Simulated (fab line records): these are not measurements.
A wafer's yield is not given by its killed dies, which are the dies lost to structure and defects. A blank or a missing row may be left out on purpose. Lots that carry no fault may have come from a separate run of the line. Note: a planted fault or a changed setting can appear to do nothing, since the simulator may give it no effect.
fab line records	flow n5Finfet
record: lots: 14	wafers: 42	lastDay: 18
route steps=1938 shown BEOL_M14@1771 BEOL_M15@1774
lots that met no fault: taken from a fault-free run of the same line
startH: hours from the record's first day to the start of the lot's first wafer shown	waitH: hours since the lot's step before	" same as the row above	L1.1+2: a row that stands for several wafers	- no value present, or no start provided	* or withheld: withheld	< > ~ a bound
route shown NAME@n: NAME is a module with steps in the file, n the number in the route of the first one	usual: mean and standard deviation over wafers with no fault	same: alike in all rows	chamber/n: place in a boat	sites: readings site by site	_std_site: standard deviation across them	_edge_site: inner sites' mean taken away from outer sites' mean	radiusMm: how far each site lies from the wafer's centre	mask NAME#n: copy n	behind: the most recent tool/chamber to have shaped the wafer	hold: the reason the lot was held/the length of the hold in hours/how it ended	device: the n, p or np transistor that did not switch	end of line: at the end of the route, the tests of the same wafers	step lacking rows: just its recipe	killed: dies that structure and defects cost at the first sort, which is not the same as the wafer's yield	map: per-die view of a wafer (x killed, . not killed, _ where there is no die)
set.NAME: setting as actually run; set.NAME@STEP: the setting as run at that earlier step	model.NAME: the simulator's own value behind a step, which no gauge read
the route's steps for a sample of lots (tables are steps, rows are wafers)
services: when a tool's chamber went out of use (startH, in hours from the record's first day, below 0 if earlier), for how many hours, and the reason
== steps ==
step: N5_BEOL_M14_RS_MEAS_54
recipe: thkMeasGauge: four-point-probe	reads: Cu_of_BEOL_M14_ECD_47+Ta_of_BEOL_M14_SPUTTER_44+TaN_of_BEOL_M14_SPUTTER_43
usual: M14_RS: 0.0334/0.00086
lot.wafer	tool	chamber	startH	waitH	M14_RS[ohm/sq]
L700.2	filmMetro-01	-	255.33	0.1	0.0323
L700.5	"	-	"	"	0.0341
L700.6	"	-	"	"	0.0342
L701.1	filmMetro-01	-	264.38	0.0	0.0345
L701.4	"	-	"	"	0.0344
L701.6	"	-	"	"	0.0326
L705.3	filmMetro-01	-	283.45	0.1	0.0341
L705.4	"	-	"	"	0.0319
L705.5	"	-	"	"	0.0343
L704.3	filmMetro-02	-	290.66	0.1	0.0327
L704.4	"	-	"	"	0.0333
L704.6	"	-	"	"	0.0325
L708.2	filmMetro-02	-	296.86	0.1	0.0327
L708.5	"	-	"	"	0.0310
L708.6	"	-	"	"	0.0329
L707.2	filmMetro-02	-	301.89	0.1	0.0323
L707.3	"	-	"	"	0.0343
L707.6	"	-	"	"	0.0329
L706.1	filmMetro-01	-	303.95	0.0	0.0326
L706.5	"	-	"	"	0.0326
L706.6	"	-	"	"	0.0325
L709.1	filmMetro-01	-	320.23	0.1	0.0316
L709.3	"	-	"	"	0.0331
L709.4	"	-	"	"	0.0331
L710.1	filmMetro-02	-	331.41	0.1	0.0348
L710.4	"	-	"	"	0.0316
L710.6	"	-	"	"	0.0330
L718.1	filmMetro-01	-	375.08	0.0	0.0339
L718.3	"	-	"	"	0.0331
L718.6	"	-	"	"	0.0337
L720.1	filmMetro-02	-	385.56	0.1	0.0336
L720.3	"	-	"	"	0.0341
L720.4	"	-	"	"	0.0340
L719.2	filmMetro-01	-	387.84	0.1	0.0345
L719.3	"	-	"	"	0.0338
L719.5	"	-	"	"	0.0347
L721.1	filmMetro-01	-	399.65	0.0	0.0337
L721.3	"	-	"	"	0.0332
L721.5	"	-	"	"	0.0339
L722.1	filmMetro-02	-	400.15	0.1	0.0344
L722.3	"	-	"	"	0.0344
L722.5	"	-	"	"	0.0343
step: N5_BEOL_M15_THK_MEAS_01
recipe: reads: SiO2_of_BEOL_M15_ILD_DEP_00
usual: M15_ILD_THK: 1620/21
lot.wafer	tool	chamber	startH	waitH	M15_ILD_THK[nm]
L700.2	filmMetro-01	-	255.65	0.1	1591
L700.5	"	-	"	"	1597
L700.6	"	-	"	"	1612
L701.1	filmMetro-01	-	264.69	0.1	1581
L701.4	"	-	"	"	1613
L701.6	"	-	"	"	1638
L705.3	filmMetro-01	-	283.76	0.1	1596
L705.4	"	-	"	"	1672
L705.5	"	-	"	"	1674
L704.3	filmMetro-01	-	290.97	0.1	1596
L704.4	"	-	"	"	1656
L704.6	"	-	"	"	1646
L708.2	filmMetro-02	-	297.17	0.1	1622
L708.5	"	-	"	"	1645
L708.6	"	-	"	"	1625
L707.2	filmMetro-02	-	302.20	0.1	1627
L707.3	"	-	"	"	1634
L707.6	"	-	"	"	1665
L706.1	filmMetro-01	-	304.27	0.1	1598
L706.5	"	-	"	"	1624
L706.6	"	-	"	"	1612
L709.1	filmMetro-02	-	320.54	0.1	1601
L709.3	"	-	"	"	1591
L709.4	"	-	"	"	1613
L710.1	filmMetro-02	-	331.73	0.1	1594
L710.4	"	-	"	"	1606
L710.6	"	-	"	"	1605
L718.1	filmMetro-01	-	375.39	0.1	1604
L718.3	"	-	"	"	1605
L718.6	"	-	"	"	1637
L720.1	filmMetro-02	-	385.88	0.1	1599
L720.3	"	-	"	"	1593
L720.4	"	-	"	"	1628
L719.2	filmMetro-02	-	388.15	0.1	1626
L719.3	"	-	"	"	1621
L719.5	"	-	"	"	1644
L721.1	filmMetro-02	-	399.97	0.1	1607
L721.3	"	-	"	"	1616
L721.5	"	-	"	"	1629
L722.1	filmMetro-01	-	400.46	0.1	1620
L722.3	"	-	"	"	1622
L722.5	"	-	"	"	1668
step: N5_BEOL_M15_CD_MEAS_10
recipe: targetCdNm: 360	landingEnergyEv: 500	detector: seInlens	polarity: opening
usual: cdNm: 360.6/1.7
same: landingEnergyEv: 500
lot.wafer	tool	chamber	startH	waitH	cdNm
L700.2	cdSem-02	0	256.08	-	357.4
L700.5	"	0	"	"	357.8
L700.6	"	0	"	"	360.8
L701.1	cdSem-02	0	264.99	-	359.3
L701.4	"	0	"	"	360.4
L701.6	"	0	"	"	362.4
L705.3	cdSem-02	0	284.19	-	359.6
L705.4	"	0	"	"	362.5
L705.5	"	0	"	"	360.6
L704.3	cdSem-01	0	291.40	-	362.7
L704.4	"	0	"	"	359.9
L704.6	"	0	"	"	359.7
L708.2	cdSem-02	0	297.47	-	356.2
L708.5	"	0	"	"	358.9
L708.6	"	0	"	"	360.4
L707.2	cdSem-02	0	302.50	-	359.9
L707.3	"	0	"	"	360.4
L707.6	"	0	"	"	360.8
L706.1	cdSem-02	0	304.69	-	360.7
L706.5	"	0	"	"	359.3
L706.6	"	0	"	"	357.5
L709.1	cdSem-03	0	320.84	-	363.4
L709.3	"	0	"	"	361.7
L709.4	"	0	"	"	359.5
L710.1	cdSem-01	0	332.15	-	360.0
L710.4	"	0	"	"	361.9
L710.6	"	0	"	"	360.1
L718.1	cdSem-02	0	375.69	-	362.0
L718.3	"	0	"	"	361.8
L718.6	"	0	"	"	363.5
L720.1	cdSem-01	0	386.18	-	360.0
L720.3	"	0	"	"	360.2
L720.4	"	0	"	"	362.2
L719.2	cdSem-01	0	388.46	-	364.2
L719.3	"	0	"	"	363.7
L719.5	"	0	"	"	363.3
L721.1	cdSem-02	0	400.40	-	359.1
L721.3	"	0	"	"	362.0
L721.5	"	0	"	"	363.9
L722.1	cdSem-02	0	400.89	-	358.7
L722.3	"	0	"	"	358.2
L722.5	"	0	"	"	362.3
step: N5_BEOL_M15_VIA_ETCH_16
recipe: chemistry: C4F8/O2/Ar	target: SiO2	heInnerTorr: 15	heOuterTorr: 30	targetDepthA: 17922	timeS: withheld	ionEnergyEv: 800	pressureMtorr: 20	sourceW: 1905	biasW: 2040	Ar_flow_sccm: 400	C4F8_flow_sccm: 16	O2_flow_sccm: 12	ends: cleared
usual: C4F8_flow_sccm: 16.00/0.046	O2_flow_sccm: 12.00/0.038	drypumpMotorCurrentA: 5.9/0.4	oesProductAu: 0.70/0.083	rfVppV: 2230/34	showerheadPlenumPTorr: 3.48/0.13	throttleValvePct: 30.85/0.27
lot.wafer	tool	chamber	startH	waitH	C4F8_flow_sccm	O2_flow_sccm	drypumpMotorCurrentA	oesProductAu	rfVppV	showerheadPlenumPTorr	throttleValvePct
L700.2	rieDiel-06	2	256.25	0.0	15.93	12.00	6.4	0.63	2220	3.40	30.76
L700.5	"	2	"	"	15.96	11.96	6.3	0.63	2220	3.40	30.75
L700.6	"	1	"	"	16.02	12.06	5.8	0.73	2228	3.51	31.00
L701.1	rieDiel-06	2	265.47	0.0	16.01	11.97	6.4	0.62	2221	3.40	30.76
L701.4	"	1	"	"	16.00	12.00	5.9	0.73	2228	3.50	31.01
L701.6	"	3	"	"	16.04	12.00	6.3	0.69	2206	3.46	31.05
L705.3	rieDiel-05	0	284.42	0.0	15.99	12.02	5.5	0.65	2262	3.29	31.09
L705.4	"	0	"	"	15.93	11.96	5.5	0.65	2260	3.29	31.12
L705.5	"	2	"	"	15.92	11.99	5.6	0.84	2272	3.50	30.73
L704.3	rieDiel-05	2	291.60	0.0	16.01	12.03	5.6	0.84	2270	3.49	30.74
L704.4	"	2	"	"	16.04	12.01	5.6	0.84	2270	3.49	30.72
L704.6	"	0	"	"	15.96	12.00	5.5	0.65	2262	3.29	31.11
L708.2	rieDiel-06	0	297.65	0.0	16.05	12.03	4.9	0.84	2232	3.66	31.18
L708.5	"	0	"	"	16.04	12.03	5.0	0.83	2232	3.66	31.17
L708.6	"	3	"	"	16.00	11.88	6.3	0.69	2206	3.46	31.05
L707.2	rieDiel-05	3	302.89	0.0	16.00	12.07	5.8	0.62	2221	3.55	31.15
L707.3	"	2	"	"	16.00	12.01	5.6	0.83	2271	3.49	30.74
L707.6	"	2	"	"	16.03	12.00	5.6	0.82	2272	3.49	30.72
L706.1	rieDiel-06	1	304.87	0.0	-	-	-	-	-	-	-
L706.5	"	2	"	"	-	-	-	-	-	-	-
L706.6	"	1	"	"	-	-	-	-	-	-	-
L709.1	rieDiel-01	2	321.02	0.0	-	-	-	-	-	-	-
L709.3	"	0	"	"	-	-	-	-	-	-	-
L709.4	"	1	"	"	-	-	-	-	-	-	-
L710.1	rieDiel-05	1	332.33	0.0	16.03	11.98	6.1	0.86	2233	3.66	30.33
L710.4	"	0	"	"	16.03	11.97	5.6	0.64	2260	3.28	31.12
L710.6	"	0	"	"	15.97	11.98	5.6	0.63	2260	3.28	31.11
L718.1	rieDiel-01	2	375.87	0.0	16.04	11.98	6.4	0.62	2169	3.26	30.68
L718.3	"	1	"	"	15.93	12.04	6.3	0.66	2280	3.55	30.43
L718.6	"	2	"	"	16.03	12.02	6.4	0.62	2169	3.26	30.69
L720.1	rieDiel-01	1	386.35	0.0	16.00	11.99	6.3	0.66	2280	3.54	30.43
L720.3	"	2	"	"	16.07	12.00	6.4	0.62	2170	3.26	30.69
L720.4	"	3	"	"	16.04	12.07	5.7	0.91	2206	3.52	30.61
L719.2	rieDiel-01	2	389.25	0.0	16.06	12.01	6.4	0.62	2169	3.26	30.67
L719.3	"	3	"	"	15.97	12.04	5.7	0.89	2205	3.52	30.58
L719.5	"	1	"	"	16.00	11.98	6.3	0.64	2279	3.54	30.43
L721.1	rieDiel-01	3	400.57	0.0	16.02	11.93	5.8	0.89	2204	3.52	30.61
L721.3	"	2	"	"	16.06	11.96	6.4	0.62	2169	3.26	30.68
L721.5	"	2	"	"	16.00	12.04	6.4	0.62	2169	3.26	30.66
L722.1	rieDiel-05	0	401.06	0.0	15.86	12.01	5.5	0.63	2258	3.27	31.13
L722.3	"	3	"	"	15.99	12.01	5.8	0.86	2220	3.54	30.93
L722.5	"	1	"	"	16.00	11.95	6.1	0.80	2232	3.65	30.35
step: N5_BEOL_M15_CD_MEAS_17
recipe: targetCdNm: 360	polarity: opening
usual: cdNm: 361.2/1.8
lot.wafer	tool	chamber	startH	waitH	cdNm
L700.2	cdSem-01	-	256.66	0.0	358.2
L700.5	"	-	"	"	359.3
L700.6	"	-	"	"	362.1
L701.1	cdSem-03	-	265.89	0.0	360.1
L701.4	"	-	"	"	360.7
L701.6	"	-	"	"	364.1
L705.3	cdSem-01	-	284.83	0.0	359.1
L705.4	"	-	"	"	363.2
L705.5	"	-	"	"	360.0
L704.3	cdSem-02	-	292.05	0.0	361.4
L704.4	"	-	"	"	360.8
L704.6	"	-	"	"	360.0
L708.2	cdSem-01	-	298.06	0.0	359.8
L708.5	"	-	"	"	360.8
L708.6	"	-	"	"	362.7
L707.2	cdSem-02	-	303.30	0.0	360.4
L707.3	"	-	"	"	361.8
L707.6	"	-	"	"	360.5
L706.1	cdSem-01	-	305.28	0.0	-
L706.5	"	-	"	"	-
L706.6	"	-	"	"	-
L709.1	cdSem-03	-	321.43	0.0	-
L709.3	"	-	"	"	-
L709.4	"	-	"	"	-
L710.1	cdSem-03	-	332.75	0.0	362.0
L710.4	"	-	"	"	363.5
L710.6	"	-	"	"	361.7
L718.1	cdSem-01	-	376.28	0.0	364.7
L718.3	"	-	"	"	361.7
L718.6	"	-	"	"	365.1
L720.1	cdSem-01	-	386.77	0.0	360.4
L720.3	"	-	"	"	360.4
L720.4	"	-	"	"	362.9
L719.2	cdSem-03	-	389.66	0.0	364.2
L719.3	"	-	"	"	362.0
L719.5	"	-	"	"	362.2
L721.1	cdSem-03	-	400.98	0.0	355.7
L721.3	"	-	"	"	361.9
L721.5	"	-	"	"	364.3
L722.1	cdSem-02	-	401.47	0.0	359.2
L722.3	"	-	"	"	357.8
L722.5	"	-	"	"	363.7
== services ==
tool	chamber	startH	hours	kind
rieDiel-01	-	243.61	0.2	repair
rieDiel-06	0	271.64	2.8	repair
rieDiel-05	1	280.56	-	clean
rieDiel-05	1	280.56	-	consumableReplace:focusRing
rieDiel-05	1	280.56	-	consumableReplace:showerhead
rieDiel-05	1	280.56	29.9	scheduledDown
rieDiel-05	1	280.56	29.9	ventCycle
rieDiel-05	2	296.80	2.9	repair
rieDiel-06	3	316.56	4.0	repair
rieDiel-06	-	325.45	14.6	pm
rieDiel-01	-	336.07	0.2	repair
rieDiel-01	0	347.03	9.4	repair
rieDiel-01	3	356.46	-	clean
rieDiel-01	3	356.46	-	consumableReplace:focusRing
rieDiel-01	3	356.46	21.5	scheduledDown
rieDiel-01	3	356.46	21.5	ventCycle
rieDiel-05	1	366.67	2.3	repair
rieDiel-05	3	368.93	-	clean
rieDiel-05	3	368.93	-	consumableReplace:focusRing
rieDiel-05	3	368.93	21.4	scheduledDown
rieDiel-05	3	368.93	21.4	ventCycle
rieDiel-06	2	381.02	-	clean
rieDiel-06	2	381.02	-	consumableReplace:focusRing
rieDiel-06	2	381.02	19.3	scheduledDown
== key ==
firstSign: step: N5_BEOL_M15_VIA_ETCH_16	reading: toolRecord	direction: missing
effect: step: N5_BEOL_M15_CD_MEAS_17	reading: cdNm	direction: missing
metAt N5_BEOL_M15_VIA_ETCH_16
struckLots L706,L709
laterRowsLeftOut L706.1,L706.5,L706.6,L709.1,L709.3,L709.4
sortLeftOut L706.1,L706.5,L706.6,L709.1,L709.3,L709.4
notActingAt N5_BEOL_M14_RS_MEAS_54,N5_BEOL_M15_THK_MEAS_01,N5_BEOL_M15_CD_MEAS_10
onsetBetween 297.65 304.87
fault: kind: skippedStepWhole	tool: rieDiel-01,rieDiel-06	chamber: -	onsetH: 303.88	steps: N5_BEOL_M15_VIA_ETCH_16	scope: struckLotsOnly
sortLeftOut: the simulated sort isn't trusted on such a fault, so these wafers' sort isn't shown, and their yield isn't known
laterRowsLeftOut: the simulator's readings of these wafers behind a module that went badly wrong aren't trusted and aren't shown, but for the sort
